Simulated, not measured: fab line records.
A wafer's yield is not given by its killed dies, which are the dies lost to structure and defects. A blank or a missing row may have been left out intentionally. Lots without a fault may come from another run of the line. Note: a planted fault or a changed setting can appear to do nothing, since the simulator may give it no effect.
Which tool is to blame? -- flow nand harc -- Sampling: 24 lots, 72 wafers, 6 of 1302 route steps

== WHAT THE GAUGES SHOWED, per wafer ==
The record lacks any reading of a measuring or inspecting step that a usual standard deviation could be used to judge.

== WHICH TOOL RAN EACH LOT (tool, then ch and the chambers of the sampled wafers, then the start) ==
lot,NHARC_A_WL_FILL_STRIP_29,NHARC_A_CONTACT_ETCH_49,NHARC_A_CONTACT_ETCH_111,NHARC_A_CONTACT_ETCH_113,NHARC_A_CONTACT_ETCH_115,NHARC_A_CONTACT_ETCH_122
L074,"rie diel-02 ch 0,1,3, day 20 20:29","rie diel-04 ch 1,2, day 21 14:10 or earlier","har cap etch-01 ch 0,1, day 21 14:10","har cap etch-01 ch 0,1, day 21 14:32","har cap etch-01 ch 0,1, day 21 14:53","har cap etch-01 ch 0,1, day 21 16:05"
L075,"rie diel-12 ch 0,1,2, day 21 14:59","rie diel-08 ch 0,1,3, day 22 10:02 or earlier","har cap etch-01 ch 0,1, day 22 10:02","har cap etch-01 ch 0,1, day 22 10:24","har cap etch-01 ch 0,1, day 22 10:44","har cap etch-01 ch 0,1, day 22 11:56"
L076,"rie diel-09 ch 2,3, day 21 15:40","rie diel-08 ch 0,2,3, day 22 08:17 or earlier","har cap etch-03 ch 0,1, day 22 08:17","har cap etch-03 ch 0,1, day 22 08:39","har cap etch-03 ch 0,1, day 22 08:59","har cap etch-03 ch 0,1, day 22 10:11"
L077,"rie diel-02 ch 0,2, day 21 18:35","rie diel-08 ch 1,2,3, day 22 11:10 or earlier","har cap etch-02 ch 0,1, day 22 11:10","har cap etch-02 ch 0,1, day 22 11:32","har cap etch-02 ch 0,1, day 22 11:53","har cap etch-02 ch 0,1, day 22 13:04"
L078,"rie diel-02 ch 0,1,3, day 22 01:11","rie diel-08 ch 0,1,3, day 22 15:27 or earlier","har cap etch-01 ch 0,1, day 22 15:27","har cap etch-01 ch 0,1, day 22 15:49","har cap etch-01 ch 0,1, day 22 16:10","har cap etch-01 ch 0,1, day 22 17:22"
L079,"rie diel-09 ch 1,3, day 23 02:55","rie diel-04 ch 0,1,3, day 23 16:49 or earlier","har cap etch-01 ch 0,1, day 23 16:49","har cap etch-01 ch 0,1, day 23 17:18","har cap etch-01 ch 0,1, day 23 17:45","har cap etch-01 ch 0,1, day 23 19:20"
L081,"rie diel-12 ch 0,1,3, day 23 19:12","rie diel-10 ch 0,2,3, day 24 09:20 or earlier","har cap etch-02 ch 0,1, day 24 09:20","har cap etch-02 ch 0,1, day 24 09:42","har cap etch-02 ch 0,1, day 24 10:02","har cap etch-02 ch 0,1, day 24 11:15"
L080,"rie diel-09 ch 0,2, day 23 19:14","rie diel-04 ch 0,3, day 24 09:26 or earlier","har cap etch-01 ch 0,1, day 24 09:26","har cap etch-01 ch 0,1, day 24 09:49","har cap etch-01 ch 0,1, day 24 10:10","har cap etch-01 ch 0,1, day 24 11:22"
L082,"rie diel-02 ch 2,3, day 24 06:23","rie diel-10 ch 0,1,2, day 24 20:29 or earlier","har cap etch-01 ch 0,1, day 24 20:29","har cap etch-01 ch 0,1, day 24 20:51","har cap etch-01 ch 0,1, day 24 21:11","har cap etch-01 ch 0,1, day 24 22:23"
L083,"rie diel-02 ch 0,1, day 24 13:41","rie diel-08 ch 2,3, day 25 07:03 or earlier","har cap etch-01 ch 0,1, day 25 07:03","har cap etch-01 ch 0,1, day 25 07:25","har cap etch-01 ch 0,1, day 25 07:46","har cap etch-01 ch 0,1, day 25 08:58"
L084,"rie diel-12 ch 2,3, day 25 04:05","rie diel-10 ch 1,3, day 25 18:43 or earlier","har cap etch-02 ch 0,1, day 25 18:43","har cap etch-02 ch 0,1, day 25 19:05","har cap etch-02 ch 0,1, day 25 19:25","har cap etch-02 ch 0,1, day 25 20:37"
L087,"rie diel-09 ch 1,2,3, day 25 22:38","rie diel-04 ch 1,2,3, day 26 14:59 or earlier","har cap etch-02 ch 0,1, day 26 14:59","har cap etch-02 ch 0,1, day 26 15:22","har cap etch-02 ch 0,1, day 26 15:42","har cap etch-02 ch 0,1, day 26 16:54"
L085,"rie diel-12 ch 0,1,2, day 25 23:53","rie diel-04 ch 0,2,3, day 26 16:20 or earlier","har cap etch-03 ch 0,1, day 26 16:20","har cap etch-03 ch 0,1, day 26 16:43","har cap etch-03 ch 0,1, day 26 17:04","har cap etch-03 ch 0,1, day 26 18:15"
L086,"rie diel-09 ch 0,1,2, day 26 10:26","rie diel-04 ch 0,1,3, day 27 01:42 or earlier","har cap etch-02 ch 0,1, day 27 01:42","har cap etch-02 ch 0,1, day 27 02:04","har cap etch-02 ch 0,1, day 27 02:25","har cap etch-02 ch 0,1, day 27 03:36"
L091,"rie diel-09 ch 1,2,3, day 27 07:43","rie diel-04 ch 0,1,2, day 27 22:02 or earlier","har cap etch-03 ch 0,1, day 27 22:02","har cap etch-03 ch 0,1, day 27 22:32","har cap etch-03 ch 0,1, day 27 22:59","har cap etch-03 ch 0,1, day 28 00:34"
L090,"rie diel-12 ch 0,1,3, day 27 07:44","rie diel-08 ch 1,2,3, day 27 22:13 or earlier","har cap etch-01 ch 0,1, day 27 22:13","har cap etch-01 ch 0,1, day 27 22:35","har cap etch-01 ch 0,1, day 27 22:56","har cap etch-01 ch 0,1, day 28 00:08"
L089,"rie diel-02 ch 0,1,3, day 27 12:32","rie diel-04 ch 2,3, day 28 02:39 or earlier","har cap etch-02 ch 0,1, day 28 02:39","har cap etch-02 ch 0,1, day 28 03:01","har cap etch-02 ch 0,1, day 28 03:22","har cap etch-02 ch 0,1, day 28 04:34"
L088,"rie diel-02 ch 0,1,3, day 27 17:55","rie diel-04 ch 0,1, day 28 08:13 or earlier","har cap etch-01 ch 0,1, day 28 08:13","har cap etch-01 ch 0,1, day 28 08:35","har cap etch-01 ch 0,1, day 28 08:56","har cap etch-01 ch 0,1, day 28 10:08"
L093,"rie diel-09 ch 0,1, day 28 08:19","rie diel-08 ch 0,1,2, day 29 00:13 or earlier","har cap etch-03 ch 0,1, day 29 00:13","har cap etch-03 ch 0,1, day 29 00:35","har cap etch-03 ch 0,1, day 29 00:56","har cap etch-03 ch 0,1, day 29 02:08"
L092,"rie diel-12 ch 0,2, day 28 08:20","rie diel-04 ch 1,2,3, day 29 00:50 or earlier","har cap etch-02 ch 0,1, day 29 00:50","har cap etch-02 ch 0,1, day 29 01:12","har cap etch-02 ch 0,1, day 29 01:33","har cap etch-02 ch 0,1, day 29 02:44"
L094,"rie diel-02 ch 0,1,3, day 29 03:08","rie diel-04 ch 0,2,3, day 29 18:35 or earlier","har cap etch-02 ch 0,1, day 29 18:35","har cap etch-02 ch 0,1, day 29 18:57","har cap etch-02 ch 0,1, day 29 19:17","har cap etch-02 ch 0,1, day 29 20:29"
L095,"rie diel-12 ch 0,1,3, day 29 03:09","rie diel-08 ch 0,1,3, day 29 18:09 or earlier","har cap etch-03 ch 0,1, day 29 18:09","har cap etch-03 ch 0,1, day 29 18:31","har cap etch-03 ch 0,1, day 29 18:52","har cap etch-03 ch 0,1, day 29 20:04"
L097,"rie diel-02 ch 1,3, day 29 11:48","rie diel-08 ch 1,3, day 30 02:28 or earlier","har cap etch-01 ch 0,1, day 30 02:28","har cap etch-01 ch 0,1, day 30 02:50","har cap etch-01 ch 0,1, day 30 03:11","har cap etch-01 ch 0,1, day 30 04:23"
L096,"rie diel-12 ch 0,1,3, day 29 16:26","rie diel-08 ch 1,2,3, day 30 09:01 or earlier","har cap etch-01 ch 0,1, day 30 09:01","har cap etch-01 ch 0,1, day 30 09:24","har cap etch-01 ch 0,1, day 30 09:44","har cap etch-01 ch 0,1, day 30 10:56"
- NHARC_A_WL_FILL_STRIP_29: strips in O2, time 20 s.
- NHARC_A_CONTACT_ETCH_49: etches the open film in N2/H2, target depth 260 nm, time 475.3 s.
- NHARC_A_CONTACT_ETCH_111: etches the open film in C4F8/O2/Ar, time 140 s, target depth 700 nm.
- NHARC_A_CONTACT_ETCH_113: etches the open film in C4F8/O2/Ar, time 190 s, target depth 1850 nm.
- NHARC_A_CONTACT_ETCH_115: etches the open film in C4F8/O2/Ar, time 190 s, target depth 1850 nm.
- NHARC_A_CONTACT_ETCH_122: etches the open film in C4F8/O2/Ar, time 190 s, target depth 1850 nm.

== AS READ BY THE TOOLS THEMSELVES (means over the sampled wafers that have a number; for cases with no such wafer, the mark the record gives instead) ==
NHARC_A_WL_FILL_STRIP_29.
lot,tool,drypump motor current A (A),oes product au (a.u.),rf vpp V (V),showerhead plenum p Torr (Torr),throttle valve pct (%)
L074,rie diel-02,6.0,1.010,58.0,3.59,17.041
L075,rie diel-12,5.3,1.005,57.7,3.68,17.044
L076,rie diel-09,6.1,1.009,57.6,3.48,17.028
L077,rie diel-02,6.0,0.996,57.5,3.57,17.046
L078,rie diel-02,6.0,1.016,57.7,3.59,17.047
L079,rie diel-09,6.0,0.988,57.7,3.56,17.026
L081,rie diel-12,5.6,0.998,57.7,3.69,17.039
L080,rie diel-09,5.4,1.006,57.7,3.39,17.033
L082,rie diel-02,6.1,0.998,57.6,3.62,17.033
L083,rie diel-02,5.9,1.001,57.6,3.47,17.027
L084,rie diel-12,5.2,1.000,58.3,3.66,17.044
L087,rie diel-09,6.1,0.996,58.0,3.51,17.035
L085,rie diel-12,5.3,1.002,57.3,3.68,17.031
L086,rie diel-09,5.8,0.995,57.1,3.42,17.044
L091,rie diel-09,6.1,0.989,58.2,3.51,17.032
L090,rie diel-12,5.6,0.998,58.2,3.69,17.030
L089,rie diel-02,6.0,0.995,57.8,3.59,17.039
L088,rie diel-02,6.0,1.001,58.2,3.59,17.032
L093,rie diel-09,5.3,0.995,57.4,3.42,17.038
L092,rie diel-12,5.2,0.993,59.0,3.65,17.039
L094,rie diel-02,6.0,0.994,58.4,3.59,17.032
L095,rie diel-12,5.6,1.004,57.6,3.69,17.023
L097,rie diel-02,5.9,1.008,58.5,3.50,17.031
L096,rie diel-12,5.6,1.004,58.0,3.69,17.035

NHARC_A_CONTACT_ETCH_49.
lot,tool,drypump motor current A (A),n2 flow sccm (sccm),oes product au (a.u.),rf vpp V (V),showerhead plenum p Torr (Torr),throttle valve pct (%)
L074,rie diel-04,6.1,150.2,1.004,429.3,1.99,14.184
L075,rie diel-08,5.5,149.8,1.007,432.4,2.11,14.173
L076,rie diel-08,5.8,149.5,1.003,432.8,2.11,14.168
L077,rie diel-08,5.6,150.4,0.998,430.8,2.05,14.170
L078,rie diel-08,5.6,149.6,0.994,433.3,2.11,14.176
L079,rie diel-04,5.5,149.6,0.994,429.8,2.03,14.177
L081,rie diel-10,5.3,150.4,0.994,433.9,2.14,14.173
L080,rie diel-04,5.3,149.6,0.996,429.1,1.98,14.163
L082,rie diel-10,5.2,150.2,0.994,434.5,2.18,14.182
L083,rie diel-08,5.9,149.8,1.007,430.0,2.04,14.163
L084,rie diel-10,5.6,149.9,0.985,433.0,2.12,14.167
L087,rie diel-04,5.6,149.9,0.991,428.9,1.96,14.172
L085,rie diel-04,5.8,149.8,0.991,428.8,1.99,14.169
L086,rie diel-04,5.5,149.9,0.994,429.8,2.03,14.164
L091,rie diel-04,6.0,150.2,0.986,430.0,2.05,14.159
L090,rie diel-08,5.6,150.1,0.997,430.5,2.04,14.170
L089,rie diel-04,5.9,150.2,0.994,427.1,1.93,14.171
L088,rie diel-04,5.7,149.6,0.992,431.7,2.08,14.174
L093,rie diel-08,6.0,150.3,1.009,432.0,2.08,14.174
L092,rie diel-04,5.6,149.9,0.992,428.4,1.96,14.169
L094,rie diel-04,5.8,149.9,1.003,429.1,1.99,14.167
L095,rie diel-08,5.5,149.6,1.003,431.5,2.09,14.177
L097,rie diel-08,5.4,150.1,1.002,430.1,2.03,14.165
L096,rie diel-08,5.7,150.5,0.998,430.3,2.03,14.170

== THE ANSWER, worked out from the rows above alone ==
Rule: what is usual is taken from the lots themselves. The widest of any qualifying gaps counts: lots, ordered by their means at a reading, are off when they make up no more than a third of the lots, leave a main group of 4 or more, and stand apart from it by 3 or more times the standard deviation of that group's means. The tables above print the reading to a certain number of digits; a main group whose means all agree to those digits is not used. Also off: a lot with no number at a reading for which 4 or more lots have one. All remaining lots with rows at the step are treated as sound. After the gauges, taken in route order, come the tools' own readings; for these a lot's mean is taken, as printed above. The first step at which some lot is off is used, and at that step the reading that is off furthest; a lot without a number counts as furthest.
No lot is off on any of the readings shown, so nothing can be concluded from this.

== WHAT HAD BEEN PUT IN BY THE SIMULATOR ==
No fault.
